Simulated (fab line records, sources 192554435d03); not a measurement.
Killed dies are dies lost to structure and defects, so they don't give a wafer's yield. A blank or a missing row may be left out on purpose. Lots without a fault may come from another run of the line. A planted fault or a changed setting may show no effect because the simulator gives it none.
Chamber matching | flow n5_finfet | N5_HKMG_FIN_ALD_36 on ald_metal-02: 4 sister chambers
The step deposits TiN, target thk 1 nm, pulse time 1 s, purge time 3 s. 16 wafers are shown with their chamber, then 8 later ones without.

WAFERS WITH THEIR CHAMBER
wafer  | chamber | heater_power_w (W) | precursor_pulse_height_rel
L075.2 | 1       | 830                | 0.981
L075.4 | 2       | 792                | 1.006
L075.5 | 1       | 813                | 0.992
L079.1 | 0       | 915                | 0.978
L079.2 | 1       | 818                | 1.008
L079.3 | 2       | 800                | 1.027
L080.1 | 1       | 795                | 1.021
L080.2 | 2       | 786                | 0.959
L080.4 | 2       | 788                | 1.019
L081.2 | 1       | 818                | 1.008
L081.3 | 0       | 907                | 0.998
L081.4 | 0       | 917                | 0.993
L085.3 | 0       | 905                | 0.997
L085.4 | 1       | 832                | 0.998
L085.6 | 0       | 919                | 0.979
L086.1 | 3       | 1015               | 1.009

SIGNATURES (means of the wafers above)
reading                    | chamber 0 | chamber 1 | chamber 2 | chamber 3 | scatter within a chamber
heater_power_w             | 912.60    | 817.67    | 791.50    | 1015.00   | 9.85
precursor_pulse_height_rel | 0.98900   | 1.00133   | 1.00275   | 1.00900   | 0.0186
Rule: a wafer's distance from a chamber is the root of the sum, over the readings, of the square of ((its reading less the chamber's mean) divided by the reading's scatter). The wafer belongs to the nearest chamber; if the next one is less than 2 further off, it can't be placed. The scatter: the root of (the sum of the squares of (reading less its chamber's mean) over the shown wafers, divided by (wafers less chambers)).

WAFERS WITHOUT THEIR CHAMBER
wafer  | heater_power_w (W) | precursor_pulse_height_rel
L086.2 | 797                | 1.004
L086.3 | 908                | 1.023
L086.4 | 779                | 1.021
L086.5 | 822                | 1.011
L086.6 | 880                | 1.002
L092.3 | 1019               | 0.996
L092.4 | 780                | 1.022
L092.5 | 784                | 0.997

WHICH CHAMBER EACH WENT THROUGH
wafer  | from the rows above     | in truth
L086.2 | can't be placed: 2 or 1 | 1
L086.3 | 0                       | 0
L086.4 | 2                       | 2
L086.5 | 1                       | 1
L086.6 | 0                       | 0
L092.3 | 3                       | 3
L092.4 | 2                       | 2
L092.5 | 2                       | 2
Placed correctly: 7 of 8. Can't be placed from these rows: 1 (the true chamber is among the candidates in 1). Placed wrongly: 0.
